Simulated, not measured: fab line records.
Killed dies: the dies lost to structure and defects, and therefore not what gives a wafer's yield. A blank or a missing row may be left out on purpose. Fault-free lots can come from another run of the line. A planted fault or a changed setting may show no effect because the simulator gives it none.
fab line records	flow n5Finfet
record lots=11	wafers=32	lastDay=19
route steps=1938 shown BEOL_M9@1435
lots with no fault: from the same line, run without faults
startH: hours from the record's first day to the start of the lot's first wafer shown	waitH: hours elapsed since this lot's preceding step	" repeats the value in the row above	L1.1+2: a single row standing in for several wafers	- no value, or no start given	* or withheld: withheld	< > ~ a bound
route shown NAME@n: names a module that has steps shown in the file, with the first one's number in the route	usual: average and standard deviation across the fault-free wafers	same: alike in all rows	chamber/n: place in a boat	sites: the reading at each site	_std_site: standard deviation across them	_edge_site: mean of outer sites minus mean of inner sites	radiusMm: for every site, how far away it sits from the centre of the wafer	mask NAME#n: copy n	behind: the tool/chamber that last shaped the wafer	hold: why the lot was held/for how many hours/how that ended	device: transistor that didn't switch, given as n, p or np	end of line: at the end of the route, the tests of the same wafers	step lacking rows: just its recipe	killed: at the first sort, the dies lost to defects and structure; wafer yield is something else	map: dies across one wafer; x = killed, . = not, _ = none there
set.NAME: the setting the step ran with; set.NAME@STEP: the setting that earlier step ran with	model.NAME: the simulator's own value behind a step, which no gauge read
steps of the route over a sample of lots; a table a step, a row a wafer
services: when a tool's chamber went out of use (startH, in hours from the record's first day, below 0 if earlier), for how many hours, and the reason
## steps
# step N5_BEOL_M9_OVL_MEAS_29
# recipe pointsPerWafer=522
# usual V8_OVL=-0.2/0.78
lot.wafer	tool	chamber	startH	waitH	V8_OVL[nm]
L126.2	overlay-01	0	243.10	0.0	0.0
L126.3	"	0	"	"	-0.2
L126.4	"	0	"	"	-0.1
L130.2	overlay-01	0	248.47	0.1	-0.4
L130.3	"	0	"	"	-0.8
L130.5	"	0	"	"	-0.1
L129.1	overlay-02	0	255.53	0.0	-0.5
L129.2	"	0	"	"	-0.6
L129.6	"	0	"	"	0.2
L128.3	overlay-02	0	258.22	0.0	0.1
L128.4	"	0	"	"	0.5
L128.6	"	0	"	"	-0.5
L131.2	overlay-02	0	262.05	0.0	-0.3
L131.5	"	0	"	"	-0.2
L131.6	"	0	"	"	-1.3
L133.1	overlay-02	0	279.53	0.0	0.8
L133.3	"	0	"	"	-0.3
L133.6	"	0	"	"	1.1
L134.1	overlay-01	0	281.68	0.0	-0.9
L134.2	"	0	"	"	-0.6
L134.6	"	0	"	"	-0.2
L137.2	overlay-01	0	297.27	0.0	0.0
L137.3	"	0	"	"	-0.4
L137.6	"	0	"	"	-0.1
L142.1	overlay-02	0	326.59	0.0	0.9
L142.4	"	0	"	"	-0.2
L142.5	"	0	"	"	0.5
L144.1	overlay-01	0	357.41	0.0	-1.0
L144.3	"	0	"	"	-0.7
L144.4	"	0	"	"	0.6
L145.4	overlay-01	0	382.46	0.0	-0.2
L145.5	"	0	"	"	-0.3
# step N5_BEOL_M9_DESCUM_33
# recipe chemistry=O2	timeS=7	sourcePowerW=50	biasPowerW=20	pressureMtorr=20	rfFrequencyHz=2.712e+07	tempC=40	resist=CAR-EUV	o2FlowSccm=225
# usual drypumpMotorCurrentA=5.6/0.47	oesProductAu=0.81/0.1	rfVppV=243.4/1.4	showerheadPlenumPTorr=2.12/0.074	throttleValvePct=20.4/0.31
lot.wafer	tool	chamber	startH	waitH	drypumpMotorCurrentA	oesProductAu	rfHoursCounterH	rfVppV	showerheadPlenumPTorr	throttleValvePct
L126.2	rieDiel-05	2	243.25	0.1	5.8	0.89	39	241.6	2.02	20.0
L126.3	"	0	"	"	6.5	0.69	211	244.4	2.16	20.8
L126.4	"	2	"	"	5.8	0.88	-	241.9	2.02	20.0
L130.2	rieDiel-04	0	248.57	0.0	5.3	0.88	28	244.9	2.25	20.2
L130.3	"	1	"	"	6.2	0.67	249	242.2	1.99	20.8
L130.5	"	2	"	"	4.9	0.80	-	244.3	2.14	20.5
L129.1	rieDiel-05	1	255.90	0.3	5.5	0.68	234	242.3	2.05	20.4
L129.2	"	3	"	"	5.3	0.98	2	242.1	2.08	20.6
L129.6	"	1	"	"	5.5	0.67	-	241.9	2.05	20.4
L128.3	rieDiel-04	2	258.30	0.0	4.9	0.79	109	244.0	2.13	20.5
L128.4	"	3	"	"	5.0	0.85	-	244.1	2.09	19.7
L128.6	"	0	"	"	5.3	0.87	-	244.4	2.25	20.2
L131.2	rieDiel-05	3	262.14	0.0	5.2	0.97	4	243.2	2.08	20.6
L131.5	"	3	"	"	5.3	0.96	-	243.2	2.08	20.6
L131.6	"	2	"	"	5.8	0.88	-	240.3	2.02	20.0
L133.1	rieDiel-05	1	279.62	0.0	5.5	0.67	241	242.8	2.04	20.4
L133.3	"	0	"	"	6.4	0.68	222	243.9	2.15	20.8
L133.6	"	0	"	"	6.5	0.68	-	241.6	2.15	20.8
L134.1	rieDiel-04	1	281.81	0.1	6.2	1.01	4	244.8	2.26	20.6
L134.2	"	2	"	"	4.9	0.78	118	243.5	2.13	20.5
L134.6	"	2	"	"	4.9	0.78	-	243.3	2.13	20.5
L137.2	rieDiel-04	3	297.39	0.1	5.0	0.83	65	243.6	2.09	19.7
L137.3	"	0	"	"	5.3	0.87	43	245.3	2.25	20.2
L137.6	"	0	"	"	5.3	0.87	-	245.7	2.25	20.2
L142.1	rieDiel-04	1	326.77	0.1	6.2	0.94	19	245.6	2.25	20.6
L142.4	"	3	"	"	5.0	0.82	75	243.0	2.08	19.8
L142.5	"	2	"	"	4.9	0.77	-	243.4	2.13	20.6
L144.1	rieDiel-04	3	357.88	0.4	5.0	0.81	83	242.9	2.08	19.8
L144.3	"	2	"	"	4.9	0.76	142	243.1	2.12	20.6
L144.4	"	1	"	"	6.2	0.92	29	244.4	2.25	20.6
L145.4	rieDiel-05	0	382.70	0.2	6.5	1.05	0	244.0	2.14	20.3
L145.5	"	0	"	"	6.5	1.03	-	243.2	2.14	20.3
# step N5_BEOL_M9_VIA_ETCH_34
# recipe chemistry=C4F6/O2	target=SiCOH_lowk	targetDepthA=1824	maskMaterial=SOC	taperDeg=4	timeS=68.4	ionEnergyEv=250	pressureMtorr=30	sourceW=345	biasW=185	Ar_flow_sccm=300	C4F6_flow_sccm=10	O2_flow_sccm=10
# usual drypumpMotorCurrentA=5.6/0.46	oes_o_777_au=0.82/0.11	oesProductAu=0.81/0.1	rfVppV=668/20	showerheadPlenumPTorr=2.88/0.096	throttleValvePct=20.87/0.3
lot.wafer	tool	chamber	startH	waitH	drypumpMotorCurrentA	oes_o_777_au	oesProductAu	rfHoursCounterH	rfVppV	showerheadPlenumPTorr	throttleValvePct
L126.2	rieDiel-05	2	243.43	0.0	5.8	0.90	0.89	39	649	2.76	20.50
L126.3	"	0	"	"	6.5	0.70	0.70	211	691	2.97	21.43
L126.4	"	2	"	"	5.8	0.89	0.88	-	649	2.76	20.53
L130.2	rieDiel-04	0	248.75	0.0	5.3	0.95	0.89	28	702	3.00	20.37
L130.3	"	1	"	"	6.2	0.69	0.67	249	680	2.73	21.34
L130.5	"	2	"	"	4.9	0.84	0.79	-	632	2.87	20.88
L129.1	rieDiel-05	1	256.08	0.0	5.5	0.65	0.67	234	662	2.77	20.79
L129.2	"	3	"	"	5.3	0.99	0.96	2	656	2.76	20.72
L129.6	"	1	"	"	5.6	0.65	0.67	-	661	2.77	20.80
L128.3	rieDiel-04	2	258.48	0.0	4.9	0.83	0.80	109	633	2.87	20.88
L128.4	"	3	"	"	5.0	0.79	0.86	-	680	2.93	20.68
L128.6	"	0	"	"	5.3	0.94	0.88	-	703	3.00	20.38
L131.2	rieDiel-05	3	262.32	0.0	5.3	0.98	0.96	4	657	2.76	20.71
L131.5	"	3	"	"	5.3	0.99	0.96	-	657	2.76	20.72
L131.6	"	2	"	"	5.8	0.88	0.88	-	650	2.76	20.53
L133.1	rieDiel-05	1	279.80	0.0	5.5	0.64	0.66	241	661	2.77	20.79
L133.3	"	0	"	"	6.5	0.69	0.70	222	693	2.96	21.44
L133.6	"	0	"	"	6.5	0.69	0.69	-	691	2.96	21.46
L134.1	rieDiel-04	1	281.99	0.0	6.2	1.01	1.00	4	693	3.07	21.09
L134.2	"	2	"	"	4.9	0.82	0.78	119	631	2.87	20.88
L134.6	"	2	"	"	4.9	0.82	0.78	-	632	2.87	20.90
L137.2	rieDiel-04	3	297.57	0.0	5.0	0.77	0.83	65	681	2.92	20.68
L137.3	"	0	"	"	5.2	0.92	0.86	43	702	3.00	20.41
L137.6	"	0	"	"	5.3	0.92	0.86	-	703	3.00	20.41
L142.1	rieDiel-04	1	326.95	0.0	6.2	0.97	0.95	19	690	3.07	21.11
L142.4	"	3	"	"	5.0	0.76	0.83	75	680	2.92	20.68
L142.5	"	2	"	"	4.9	0.81	0.77	-	633	2.86	20.92
L144.1	rieDiel-04	3	358.06	0.0	5.0	0.76	0.81	84	678	2.91	20.73
L144.3	"	2	"	"	4.9	0.80	0.77	142	632	2.86	20.92
L144.4	"	1	"	"	6.2	0.94	0.93	29	690	3.06	21.14
L145.4	rieDiel-05	0	382.88	0.0	6.5	1.00	1.04	0	691	2.95	21.04
L145.5	"	0	"	"	6.4	1.00	1.04	-	693	2.95	21.04
# step N5_BEOL_M9_ETCH_41
# recipe chemistry=CH3F/O2	target=SiCN	targetDepthA=366	taperDeg=2	timeS=70.1	ionEnergyEv=120	maskMaterial=TiN	pressureMtorr=30	sourceW=395	biasW=75	Ar_flow_sccm=150	CH3F_flow_sccm=30	O2_flow_sccm=20
# usual drypumpMotorCurrentA=5.6/0.46	oesProductAu=0.81/0.1	rfVppV=297.7/1.6	showerheadPlenumPTorr=2.02/0.071	throttleValvePct=16.27/0.28
lot.wafer	tool	chamber	startH	waitH	drypumpMotorCurrentA	oesProductAu	rfHoursCounterH	rfVppV	showerheadPlenumPTorr	throttleValvePct
L126.2	rieDiel-05	2	243.57	-	5.8	0.89	39	296.1	1.94	15.95
L126.3	"	0	"	"	6.5	0.71	211	300.1	2.09	16.77
L126.4	"	2	"	"	5.8	0.89	-	296.7	1.94	15.93
L130.2	rieDiel-04	0	248.89	-	5.2	0.88	28	299.4	2.12	15.82
L130.3	"	1	"	"	6.2	0.67	249	294.9	1.91	16.71
L130.5	"	2	"	"	4.9	0.79	-	296.9	2.02	16.27
L129.1	rieDiel-05	1	256.22	-	5.5	0.67	234	295.8	1.95	16.32
L129.2	"	3	"	"	5.3	0.98	2	295.9	1.94	16.12
L129.6	"	1	"	"	5.5	0.67	-	295.8	1.95	16.32
L128.3	rieDiel-04	2	258.62	-	4.9	0.79	109	297.9	2.02	16.28
L128.4	"	3	"	"	5.0	0.86	-	298.5	2.05	15.96
L128.6	"	0	"	"	5.2	0.89	-	299.6	2.12	15.82
L131.2	rieDiel-05	3	262.46	-	5.3	0.96	4	297.9	1.94	16.12
L131.5	"	3	"	"	5.3	0.96	-	295.6	1.94	16.14
L131.6	"	2	"	"	5.8	0.88	-	297.1	1.94	15.96
L133.1	rieDiel-05	1	279.95	-	5.5	0.66	241	296.3	1.94	16.33
L133.3	"	0	"	"	6.5	0.69	222	299.4	2.08	16.81
L133.6	"	0	"	"	6.5	0.69	-	298.4	2.08	16.82
L134.1	rieDiel-04	1	282.13	-	6.2	1.00	4	300.4	2.16	16.32
L134.2	"	2	"	"	4.9	0.78	119	298.2	2.02	16.31
L134.6	"	2	"	"	4.9	0.78	-	297.2	2.02	16.30
L137.2	rieDiel-04	3	297.72	-	5.0	0.83	65	298.9	2.05	16.00
L137.3	"	0	"	"	5.3	0.87	43	299.9	2.12	15.85
L137.6	"	0	"	"	5.3	0.86	-	300.8	2.12	15.85
L142.1	rieDiel-04	1	327.10	-	6.2	1.23	19	298.7	2.16	16.36
L142.4	"	3	"	"	5.0	1.07	75	297.8	2.04	16.03
L142.5	"	2	"	"	4.9	0.77	-	297.0	2.01	16.35
L144.1	rieDiel-04	3	358.20	-	5.0	1.06	84	298.5	2.04	16.04
L144.3	"	2	"	"	4.9	0.98	142	297.6	2.01	16.35
L144.4	"	1	"	"	6.2	1.20	29	300.8	2.15	16.39
L145.4	rieDiel-05	0	383.02	-	6.5	1.03	0	296.3	2.07	16.34
L145.5	"	0	"	"	6.5	1.04	-	298.1	2.07	16.32
## services
tool	chamber	startH	hours	kind
rieDiel-05	3	222.62	-	clean
rieDiel-05	3	222.62	-	consumableReplace:focusRing
rieDiel-05	3	222.62	24.3	scheduledDown
rieDiel-05	3	222.62	24.3	ventCycle
rieDiel-05	-	229.87	0.2	repair
rieDiel-04	1	253.38	-	clean
rieDiel-04	1	253.38	-	consumableReplace:focusRing
rieDiel-04	1	253.38	-	consumableReplace:showerhead
rieDiel-04	1	253.38	17.5	scheduledDown
rieDiel-04	1	253.38	17.5	ventCycle
rieDiel-05	1	305.69	-	clean
rieDiel-05	1	305.69	-	consumableReplace:focusRing
rieDiel-05	1	305.69	27.6	scheduledDown
rieDiel-05	1	305.69	27.6	ventCycle
rieDiel-05	-	319.34	2.8	pm
rieDiel-04	0	324.21	1.2	repair
rieDiel-05	0	365.17	-	clean
rieDiel-05	0	365.17	-	consumableReplace:focusRing
rieDiel-05	0	365.17	17.0	scheduledDown
rieDiel-05	0	365.17	17.0	ventCycle
## key
firstSign step=N5_BEOL_M9_ETCH_41	reading=oesProductAu	direction=up	sigmas=2.9	usual=0.81	struck=1.11
effect none on later readings
metAt N5_BEOL_M9_ETCH_41
struckLots L142,L144
struckWafers L142.1,L142.4,L144.1,L144.3,L144.4
notActingAt N5_BEOL_M9_OVL_MEAS_29,N5_BEOL_M9_DESCUM_33,N5_BEOL_M9_VIA_ETCH_34
onsetBetween 297.72 327.10
fault kind=processParameterDrift	tool=rieDiel-04	chamber=-	onsetH=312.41	steps=N5_BEOL_M9_ETCH_41	channel=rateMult	offset=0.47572	shape=step	endH=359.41	scope=struckWafersOnly
